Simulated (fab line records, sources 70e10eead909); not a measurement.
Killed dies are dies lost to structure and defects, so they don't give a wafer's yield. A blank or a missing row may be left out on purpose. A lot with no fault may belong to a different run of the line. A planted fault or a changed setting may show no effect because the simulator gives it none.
Problem report, 8D (eight disciplines) form, completed by code -- flow nand-harc -- the parts of the form that need people (team, actions taken, sign-off) are left out

== 1. THE PROBLEM ==
Wafers without a fault read 120.2 nm, standard deviation 0.54; cd-nm at NHARC_A_M1_CD_MEAS_09 reads a mean of 130.8 nm on 4 wafers belonging to 3 lots. Relative to the usual mean, that is a shift of +20 standard deviations.
The step: target cd 120 nm.
Earliest sighting: wafer L859.1 on cd-sem-01 at day 20 08:45. At this step, 36 wafers from 12 lots have a number in the record. The rule behind "out" and "out of limits": a value lying over 4 standard deviations away from the usual mean. All remaining wafers that have a number are taken as sound.

== 2. WHAT THIS IS AND IS NOT ==
question,is,is not
which readings at this step,cd-nm,-
which lots,"L858, L859, L860","L845, L847, L848, L849, L850, L852, L866, L867, L868"
which wafers of those lots,"L858.2, L859.1, L860.2, L860.5","L858.3, L858.4, L859.3, L859.4, L860.4"
read on which gauges,"cd-sem-01, cd-sem-03",cd-sem-02
when,from day 20 08:45,"up to then (20 sound wafers); but 12 sound wafers of L858, L860, L866, L867, L868 came after"

== 3. SUSPECTS, AND WHAT RULES EACH OUT ==
Counting: a tool at a process step up to the reading stays a suspect if it ran every lot that is out. Sound lots after the first of them don't rule it out here, since some wafers of a struck lot are sound.
- the gauge at NHARC_A_M1_CD_MEAS_09 is ruled out. The wafers that are out were read on 2 gauges (cd-sem-01, cd-sem-03).
- arfi-scanner-02 at NHARC_A_M1_EXPOSE_06 (exposes mask A M1, target cd 120 nm): kept. It ran every lot that is out, first L859 (day 20 08:37); its last sound lot up to then is L849 (day 18 19:55).
After counting, what remains is arfi-scanner-02 at NHARC_A_M1_EXPOSE_06.

== 4. THE CAUSE (what the simulator had put in) ==
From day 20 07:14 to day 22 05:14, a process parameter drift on arfi-scanner-02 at NHARC_A_M1_EXPOSE_06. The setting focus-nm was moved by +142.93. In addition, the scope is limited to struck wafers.
Only this tool survived the counting.

== 5. THE CHAIN OF EFFECTS, in route order ==
One row per reading whose mean, taken over the struck wafers that have a number, lies over 3 standard deviations from the usual. Readings are gone through only where the record gives a usual standard deviation; hours: the median, over the lots, of the time from a lot's start at the first step in this table giving one to that lot's start at this step; sigmas: the change measured in usual standard deviations.
hours,step,reading,usual,on struck wafers,change,sigmas
0,NHARC_A_M1_CD_MEAS_09,cd-nm,120.2 nm,130.8,+10.5,+20
At these later measuring or inspecting steps, every struck wafer for which the step has a row has a number for every such reading, and none has moved that far: NHARC_END_SORT_01.

== 6. HOW IT WOULD HAVE BEEN CAUGHT EARLIER ==
The first out-of-limits reading at a measuring or inspecting step in this record came at day 20 08:45, 2 hours after the fault's start at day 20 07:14.
Of the lots that are out (3), L858, L860 began NHARC_A_M1_EXPOSE_06 on arfi-scanner-02 after day 20 08:45. A hold on the tool at that time would have spared those 2.
